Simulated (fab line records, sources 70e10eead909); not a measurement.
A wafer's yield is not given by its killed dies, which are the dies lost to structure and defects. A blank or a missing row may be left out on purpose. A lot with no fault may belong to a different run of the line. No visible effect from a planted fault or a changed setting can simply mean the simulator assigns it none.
Chamber matching    flow nand_harc    3 sister chambers for NHARC_P_GATE_DESCUM_31 on rie_diel-04
The step chemistry O2, time 3 s. 14 wafers are shown with their chamber, then 7 later ones without.

== WAFERS, EACH WITH ITS CHAMBER ==
wafer   chamber  drypump_motor_current_A (A)  oes_product_au (a.u.)  rf_vpp_V (V)
L608.1  2        5.8                          1.028                  57.7
L608.5  2        5.8                          1.008                  58.4
L608.6  1        5.1                          0.977                  58.3
L610.4  2        5.8                          1.029                  58.4
L610.5  1        5.0                          0.989                  56.7
L610.6  0        6.0                          0.997                  57.8
L609.1  0        5.9                          0.997                  57.6
L609.3  2        5.8                          1.019                  58.7
L609.6  2        5.8                          1.010                  58.5
L615.2  1        5.1                          1.008                  57.5
L615.3  2        5.8                          1.016                  57.8
L615.6  1        5.1                          1.002                  58.0
L617.1  2        5.8                          1.014                  57.4
L617.2  0        5.9                          1.019                  58.2

SIGNATURES (averages over the wafers above)
reading                  chamber 0  chamber 1  chamber 2  scatter within a chamber
drypump_motor_current_A  5.933      5.075      5.800      0.0359
oes_product_au           1.00433    0.99400    1.01771    0.0109
rf_vpp_V                 57.867     57.625     58.129     0.53
Rule: a wafer lies at a distance from a chamber equal to the root of the sum of squares, over the readings, of (its reading less the chamber's mean, divided by the reading's scatter). The wafer belongs to the nearest chamber; if the next one is less than 2 further off, it can't be placed. The scatter is the square root of a quotient: the sum, over the shown wafers, of each reading's squared deviation from its chamber's mean, divided by wafers minus chambers.

== WAFERS WITH NO CHAMBER GIVEN ==
wafer   drypump_motor_current_A (A)  oes_product_au (a.u.)  rf_vpp_V (V)
L617.6  5.8                          0.999                  59.8
L629.1  5.1                          0.988                  56.7
L629.3  5.8                          1.008                  57.3
L629.6  5.9                          1.023                  57.5
L631.3  5.1                          0.992                  56.8
L631.4  5.8                          0.996                  58.8
L631.6  5.1                          0.993                  57.9

== WHICH CHAMBER EACH ONE RAN IN ==
wafer   from the rows above      in truth
L617.6  can't be placed: 2 or 0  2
L629.1  1                        1
L629.3  2                        2
L629.6  can't be placed: 0 or 2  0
L631.3  1                        1
L631.4  can't be placed: 2 or 0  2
L631.6  1                        1
Placed correctly: 4 of 7. Can't be placed from these rows: 3 (the true chamber is among the candidates in 3). 0 placed wrongly.
